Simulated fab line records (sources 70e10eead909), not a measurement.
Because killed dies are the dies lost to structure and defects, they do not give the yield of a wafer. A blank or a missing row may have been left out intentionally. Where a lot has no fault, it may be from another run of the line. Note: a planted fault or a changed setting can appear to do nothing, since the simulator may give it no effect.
fab line records -- flow nand-harc
record: lots: 5, wafers: 15, last-day: 24
route steps=1159 shown A_STAIRCASE@616 END@1159
lots that met no fault: from a run of the same line without faults
start-h: hours from the record's opening day to when the first of the lot's shown wafers began -- wait-h: hours since the lot's step before -- " unchanged from the row above -- L1.1+2: one row covering several wafers at once -- - value missing, or start not given -- * or withheld: withheld -- < > ~ a bound
route shown NAME@n: names a module that has steps shown in the file, with the first one's number in the route -- usual: mean and standard deviation over wafers with no fault -- same: alike in all rows -- chamber/n: place in a boat -- sites: each site's reading -- _std_site: standard deviation of those values -- _edge_site: the outer-site mean with the inner-site mean subtracted -- radius-mm: for every site, how far away it sits from the centre of the wafer -- mask NAME#n: copy n -- behind: the last tool/chamber to shape the wafer -- hold: cause of the lot's hold/its duration in hours/its outcome -- device: which transistor (n, p or np) failed to switch -- end of line: the route-end tests of the same wafers -- step lacking rows: just its recipe -- killed: not the wafer's yield, but the dies lost to structure and defects at the first sort -- map: per-die view of a wafer (x killed, . not killed, _ where there is no die)
set.NAME: the setting the step ran with; set.NAME@STEP: the setting that earlier step ran with -- model.NAME: the simulator's own value behind a step, which no gauge read
lots at some steps of the route; a table a step, a row a wafer
services: when a tool's chamber went out of use (start-h, in hours from the record's first day, below 0 if earlier), for how many hours, and the reason
== steps ==
step: NHARC_A_STAIRCASE_TRIM_222
recipe: time-s: 211.2, o2-flow-sccm: 500, ar-flow-sccm: 0, bias-w: 0, chemistry: O2
usual: drypump-motor-current-A: 5.6/0.4, oes-product-au: 1.003/0.0069, rf-vpp-V: 57.8/0.89, showerhead-plenum-p-Torr: 3.54/0.16, throttle-valve-pct: 17.037/0.009
lot.wafer,tool,chamber,start-h,wait-h,drypump-motor-current-A,oes-product-au,rf-hours-counter-h,rf-vpp-V,showerhead-plenum-p-Torr,throttle-valve-pct
L978.1,rie-diel-10,2,-,-,6.1,1.000,36,59.3,3.70,17.033
L978.5,rie-diel-10,3,-,-,5.3,0.997,-,58.0,3.65,17.028
L978.6,rie-diel-10,0,-,-,5.3,1.010,-,57.2,3.35,17.029
L980.3,rie-diel-10,0,-,-,5.2,1.008,43,56.1,3.34,17.031
L980.5,rie-diel-10,2,-,-,6.1,1.002,-,58.5,3.70,17.039
L980.6,rie-diel-10,3,-,-,5.3,1.005,-,58.1,3.65,17.045
L989.3,rie-diel-10,3,-,-,5.3,1.011,59,58.0,3.64,17.022
L989.2,rie-diel-10,1,-,-,5.5,1.011,58,58.8,3.77,17.046
L989.6,rie-diel-10,0,-,-,5.2,1.011,-,56.6,3.34,17.032
L990.3,rie-diel-05,1,-,-,6.0,1.012,6,56.9,3.49,17.031
L990.1,rie-diel-05,0,-,-,6.1,1.005,6,58.9,3.80,17.031
L990.5,rie-diel-05,1,-,-,6.1,1.004,-,59.1,3.49,17.033
L991.3,rie-diel-10,1,-,-,5.4,0.994,0,59.1,3.77,17.024
L991.1,rie-diel-10,3,-,-,5.3,1.000,0,58.2,3.64,17.039
L991.4,rie-diel-10,0,-,-,5.2,1.001,0,57.2,3.33,17.040
step: NHARC_A_STAIRCASE_ETCH_223
recipe: target-depth-a: 1000, time-s: 40.5, ion-energy-ev: 400, c4f8-flow-sccm: 20, o2-flow-sccm: 10, ar-flow-sccm: withheld, rf-w: 600, bias-w: 1000, chemistry: C4F8/O2
step: NHARC_A_STAIRCASE_TRIM_224
recipe: time-s: 211.2, o2-flow-sccm: 500, ar-flow-sccm: 0, bias-w: 0, chemistry: O2
step: NHARC_A_STAIRCASE_ETCH_225
recipe: target-depth-a: 1000, time-s: 40.5, ion-energy-ev: 400, c4f8-flow-sccm: 20, o2-flow-sccm: 10, ar-flow-sccm: withheld, rf-w: 600, bias-w: 1000, chemistry: C4F8/O2
step: NHARC_A_STAIRCASE_TRIM_226
recipe: time-s: 211.2, o2-flow-sccm: 500, ar-flow-sccm: 0, bias-w: 0, chemistry: O2
step: NHARC_A_STAIRCASE_ETCH_227
recipe: target-depth-a: 1000, time-s: 40.5, ion-energy-ev: 400, c4f8-flow-sccm: 20, o2-flow-sccm: 10, ar-flow-sccm: withheld, rf-w: 600, bias-w: 1000, chemistry: C4F8/O2
usual: oes-product-au: 0.944/0.0089, rf-vpp-V: 896/6
lot.wafer,tool,chamber,start-h,wait-h,oes-product-au,rf-hours-counter-h,rf-vpp-V
L978.1,rie-diel-10,3,-,-,0.948,39,901
L978.5,rie-diel-10,2,-,-,0.946,-,903
L978.6,rie-diel-10,3,-,-,0.938,-,901
L980.3,rie-diel-10,1,-,-,0.924,41,903
L980.6,rie-diel-10,0,-,-,0.934,-,890
L980.5,rie-diel-10,1,-,-,0.928,-,905
L989.2,rie-diel-10,0,-,-,0.951,59,888
L989.3,rie-diel-10,1,-,-,0.949,58,905
L989.6,rie-diel-10,3,-,-,0.939,-,901
L990.1,rie-diel-05,0,-,-,0.968,7,906
L990.3,rie-diel-05,2,-,-,0.950,8,895
L990.5,rie-diel-05,3,-,-,0.955,-,894
L991.3,rie-diel-10,0,-,-,0.954,0,888
L991.4,rie-diel-10,1,-,-,0.951,1,905
L991.1,rie-diel-10,2,-,-,0.937,1,901
step: NHARC_A_STAIRCASE_TRIM_229
recipe: time-s: 211.2, o2-flow-sccm: 500, ar-flow-sccm: 0, bias-w: 0, chemistry: O2
usual: drypump-motor-current-A: 5.5/0.4, oes-product-au: 1.003/0.0071, rf-vpp-V: 57.9/0.8, showerhead-plenum-p-Torr: 3.54/0.17, throttle-valve-pct: 17.035/0.0091
lot.wafer,tool,chamber,start-h,wait-h,drypump-motor-current-A,oes-product-au,rf-hours-counter-h,rf-vpp-V,showerhead-plenum-p-Torr,throttle-valve-pct
L978.1,rie-diel-01,3,295.15,0.1,5.0,1.014,62,56.8,3.29,17.030
L978.5,rie-diel-01,2,295.15,0.1,5.4,1.001,-,57.1,3.35,17.030
L978.6,rie-diel-01,3,295.15,0.1,5.0,1.014,-,57.8,3.29,17.024
L980.3,rie-diel-10,2,309.71,0.1,6.1,1.003,42,57.4,3.70,17.019
L980.5,rie-diel-10,3,309.71,0.1,5.3,0.988,-,58.0,3.65,17.041
L980.6,rie-diel-10,0,309.71,0.1,5.3,1.009,-,57.5,3.34,17.032
L989.3,rie-diel-01,3,347.00,0.1,5.0,1.014,11,58.4,3.80,17.039
L989.2,rie-diel-01,0,347.00,0.1,5.6,1.014,10,58.4,3.39,17.046
L989.6,rie-diel-01,0,347.00,0.1,5.6,1.013,-,58.1,3.39,17.031
L990.1,rie-diel-05,3,363.95,0.1,5.0,1.000,8,56.5,3.44,17.026
L990.3,rie-diel-05,0,363.95,0.1,6.1,1.005,7,58.0,3.80,17.037
L990.5,rie-diel-05,2,363.95,0.1,5.3,1.001,-,57.6,3.54,17.043
L991.4,rie-diel-05,3,365.12,0.1,5.0,1.003,8,58.5,3.44,17.037
L991.3,rie-diel-05,0,365.12,0.1,6.1,1.004,7,57.7,3.80,17.034
L991.1,rie-diel-05,2,365.12,0.1,5.4,0.995,8,58.1,3.54,17.038
step: NHARC_A_STAIRCASE_ETCH_230
recipe: target-depth-a: 1000, time-s: 40.5, ion-energy-ev: 400, c4f8-flow-sccm: 20, o2-flow-sccm: 10, ar-flow-sccm: withheld, rf-w: 600, bias-w: 1000, chemistry: C4F8/O2
usual: oes-product-au: 0.949/0.019, rf-vpp-V: 897/6.3
lot.wafer,tool,chamber,start-h,wait-h,oes-product-au,rf-hours-counter-h,rf-vpp-V
L978.1,rie-diel-01,3,-,-,0.919,62,888
L978.5,rie-diel-01,3,-,-,0.925,-,888
L978.6,rie-diel-01,0,-,-,0.916,-,891
L980.3,rie-diel-10,0,-,-,0.946,43,889
L980.6,rie-diel-10,0,-,-,0.928,-,890
L980.5,rie-diel-10,1,-,-,0.937,-,904
L989.2,rie-diel-01,1,-,-,0.960,9,900
L989.3,rie-diel-01,2,-,-,0.966,10,889
L989.6,rie-diel-01,1,-,-,0.966,-,900
L990.1,rie-diel-05,2,-,-,0.939,8,897
L990.3,rie-diel-05,0,-,-,0.964,7,906
L990.5,rie-diel-05,3,-,-,0.957,-,894
L991.4,rie-diel-05,1,-,-,0.980,7,895
L991.3,rie-diel-05,2,-,-,0.991,8,896
L991.1,rie-diel-05,3,-,-,0.981,8,892
step: NHARC_A_STAIRCASE_TRIM_231
recipe: time-s: 211.2, o2-flow-sccm: 500, ar-flow-sccm: 0, bias-w: 0, chemistry: O2
usual: drypump-motor-current-A: 5.6/0.39, oes-product-au: 1.003/0.0073, rf-vpp-V: 57.8/0.88, showerhead-plenum-p-Torr: 3.54/0.17, throttle-valve-pct: 17.037/0.0095
lot.wafer,tool,chamber,start-h,wait-h,drypump-motor-current-A,oes-product-au,rf-hours-counter-h,rf-vpp-V,showerhead-plenum-p-Torr,throttle-valve-pct
L978.1,rie-diel-01,1,-,-,6.0,1.000,61,56.8,3.66,17.039
L978.6,rie-diel-01,1,-,-,6.0,1.011,-,58.7,3.66,17.026
L978.5,rie-diel-01,2,-,-,5.4,1.002,-,57.6,3.35,17.044
L980.3,rie-diel-10,0,-,-,5.2,0.991,43,57.9,3.34,17.024
L980.6,rie-diel-10,2,-,-,6.1,1.006,-,57.9,3.70,17.046
L980.5,rie-diel-10,3,-,-,5.3,1.001,-,57.5,3.65,17.043
L989.2,rie-diel-01,1,-,-,6.0,1.006,9,56.1,3.65,17.023
L989.3,rie-diel-01,3,-,-,5.0,1.011,12,58.6,3.80,17.030
L989.6,rie-diel-01,0,-,-,5.6,1.001,-,58.0,3.39,17.049
L990.1,rie-diel-05,1,-,-,6.0,1.007,7,57.9,3.49,17.034
L990.3,rie-diel-05,2,-,-,5.3,1.002,8,56.5,3.54,17.035
L990.5,rie-diel-05,2,-,-,5.3,1.001,-,57.9,3.54,17.028
L991.1,rie-diel-05,1,-,-,6.0,0.998,7,58.0,3.49,17.052
L991.4,rie-diel-05,2,-,-,5.3,1.011,8,57.0,3.54,17.020
L991.3,rie-diel-05,3,-,-,5.0,1.007,9,59.1,3.44,17.044
step: NHARC_A_STAIRCASE_ETCH_232
recipe: target-depth-a: 1000, time-s: 40.5, ion-energy-ev: 400, c4f8-flow-sccm: 20, o2-flow-sccm: 10, ar-flow-sccm: withheld, rf-w: 600, bias-w: 1000, chemistry: C4F8/O2
step: NHARC_A_STAIRCASE_TRIM_233
recipe: time-s: 211.2, o2-flow-sccm: 500, ar-flow-sccm: 0, bias-w: 0, chemistry: O2
step: NHARC_A_STAIRCASE_ETCH_234
recipe: target-depth-a: 1000, time-s: 40.5, ion-energy-ev: 400, c4f8-flow-sccm: 20, o2-flow-sccm: 10, ar-flow-sccm: withheld, rf-w: 600, bias-w: 1000, chemistry: C4F8/O2
usual: oes-product-au: 0.945/0.0099, rf-vpp-V: 897/6.5
lot.wafer,tool,chamber,start-h,wait-h,oes-product-au,rf-hours-counter-h,rf-vpp-V
L978.1,rie-diel-01,0,295.93,-,0.932,54,891
L978.6,rie-diel-01,0,295.93,-,0.939,-,891
L978.5,rie-diel-01,1,295.93,-,0.936,-,902
L980.3,rie-diel-10,2,311.94,-,0.956,44,901
L980.6,rie-diel-10,3,311.94,-,0.958,-,901
L980.5,rie-diel-10,0,311.94,-,0.951,-,889
L989.2,rie-diel-01,0,347.92,-,1.084,11,892
L989.3,rie-diel-01,2,347.92,-,0.944,10,887
L989.6,rie-diel-01,3,347.92,-,0.934,-,905
L990.3,rie-diel-05,0,364.59,-,0.959,7,907
L990.1,rie-diel-05,3,364.59,-,0.941,8,892
L990.5,rie-diel-05,0,364.59,-,0.950,-,905
L991.3,rie-diel-05,3,365.77,-,0.956,9,893
L991.4,rie-diel-05,0,365.77,-,0.942,8,907
L991.1,rie-diel-05,1,365.77,-,0.945,8,894
step: NHARC_A_STAIRCASE_TRIM_235
recipe: time-s: 211.2, o2-flow-sccm: 500, ar-flow-sccm: 0, bias-w: 0, chemistry: O2
step: NHARC_END_SORT_01
recipe: temp-c: 25
usual: killed-at-array: 28/8.9, killed-at-other: 0.8/1.2, killed-at-periphery: 3.3/2.3, killed-dies: 32/9.4, killed-open: 3.2/1.8, killed-short: 1.9/1.4
same: gross-dies: 677
lot.wafer,tool,chamber,start-h,wait-h,killed-at-array,killed-at-other,killed-at-periphery,killed-dies,killed-open,killed-short
L989.2,prober-01,0,552.73,2.8,358,1,8,367,3,4
killed by level:class
L989.2 A_STAIRCASE:area-etch=336 A_CONTACT:chamber-film-flake=7 A_CHANNEL_HOLE_D1:chamber-film-flake=4 P_GATE:chamber-film-flake=3 A_STAIRCASE:chamber-film-flake=3 P_STI:chamber-film-flake=2 A_WL_FILL:chamber-film-flake=2 P_M0:geometric-particle:open=1
map L989.2 (x killed, . not)
____________.____________
_________......._________
_______..........._______
______.............______
_____..............._____
____....xx........x..____
____........x......xx____
___....xx.xx.x.xx.....___
___.......x...xx......___
__.....x..xxxx.xxxx....__
__...x..xx.x.xxx...x.x.__
_.....xxxxxxxxxxx...x..._
_......xxxxxxxxxxxxx.xx._
_....xx.xxxxxxxxxxxxxx.x_
_.x.xxxxxxxxxxxxxxxxxx.._
_x.xx.xxxxxxxxxxxxxxx..._
.....xx.xxxxxxxxxxxx.x...
......xxxxxxxxxxxxxxx.xx.
.....x.xxxxx.xxxxxxx.x...
x..x.xxxxxxxxxxxxxxxxx...
...xx.xxxxxxxxxxxxxxxxx.x
_...x.xx.xxxxxxxxxxxx..._
_......xxxxxxxxxxxxxxx.x_
_.xxxxxxxxxxxxxxxxxxx..._
_...x.x.xxxxxxxxxxxxxxx._
_.....x.xxxxxxxxxxxxxx.._
__....xx.xxxxxxxxxxxxx.__
__....xxxxxxxxxxxxx..xx__
___...xxxxxxxxxxxx.xx.___
___.....xxxx.xxxxxxxx.___
____x...x..xxxx.xxx.x____
____....xx..xxxxx.x..____
_____......xxx.xxx.._____
______...x..x......______
_______..........x_______
_________..x..x._________
____________.____________
map L978.5 (x killed, . not)
____________.____________
_________......._________
_______..........._______
______.............______
_____.......x......._____
____.................____
____............x....____
___...................___
___..........x........___
__.....................__
__.....................__
_......................._
_.....................x._
_............x.........._
_......................x_
_......................._
..x.x....................
..xxxx.........x.......x.
.x..x......x.............
...xxx...........x.......
x.x.x....................
_xxx...................._
_..xx..x................_
_x.xx..................._
_..x...................._
_....................x.._
__..............x......__
__.....................__
___...................___
___........x..........___
____.....x...........____
____......x..........____
_____..............._____
______.............______
_______..........._______
_________......._________
____________x____________
== services ==
tool,chamber,start-h,hours,kind
rie-diel-05,0,272.38,-,clean
rie-diel-10,0,283.67,-,clean
rie-diel-10,1,283.67,-,clean
rie-diel-10,2,283.67,-,clean
rie-diel-10,3,283.67,-,clean
rie-diel-10,0,308.17,-,clean
rie-diel-10,1,308.17,-,clean
rie-diel-10,2,308.17,-,clean
rie-diel-10,3,308.17,-,clean
rie-diel-01,-,315.10,9.0,pm
rie-diel-10,0,332.74,-,clean
rie-diel-10,1,332.74,-,clean
rie-diel-10,2,332.74,-,clean
rie-diel-10,3,332.74,-,clean
rie-diel-05,-,340.75,9.0,pm
rie-diel-10,-,353.50,9.0,pm
rie-diel-10,0,353.50,9.0,vent-cycle
rie-diel-10,1,353.50,9.0,vent-cycle
rie-diel-10,2,353.50,9.0,vent-cycle
rie-diel-10,3,353.50,9.0,vent-cycle
rie-diel-10,0,362.50,-,clean
rie-diel-10,1,362.50,-,clean
rie-diel-10,2,362.50,-,clean
rie-diel-10,3,362.50,-,clean
== key ==
first-sign: step: NHARC_A_STAIRCASE_ETCH_234, reading: oes-product-au, direction: up, sigmas: 14, usual: 0.945, struck: 1.084
effect: step: NHARC_END_SORT_01, reading: killed-at-array, direction: up, sigmas: 37, usual: 28, struck: 358
more-kills-born-at: NHARC_A_STAIRCASE_ETCH_234@rie-diel-01: 336
met-at NHARC_A_STAIRCASE_ETCH_234
struck-wafers L989.2
tester-left-out L989
onset-between 295.93 347.92
fault: kind: process-parameter-drift, tool: rie-diel-01, chamber: 0, onset-h: 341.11, steps: NHARC_A_STAIRCASE_ETCH_234, channel: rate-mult, offset: 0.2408, shape: step, end-h: 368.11
tester-left-out: of these lots the tester's yield and bins aren't shown, on N5 and GAA mostly nor the transistor test; their killed dies are dies lost to structure and defects alone, not to doping, threshold or leakage, so they don't give the yield
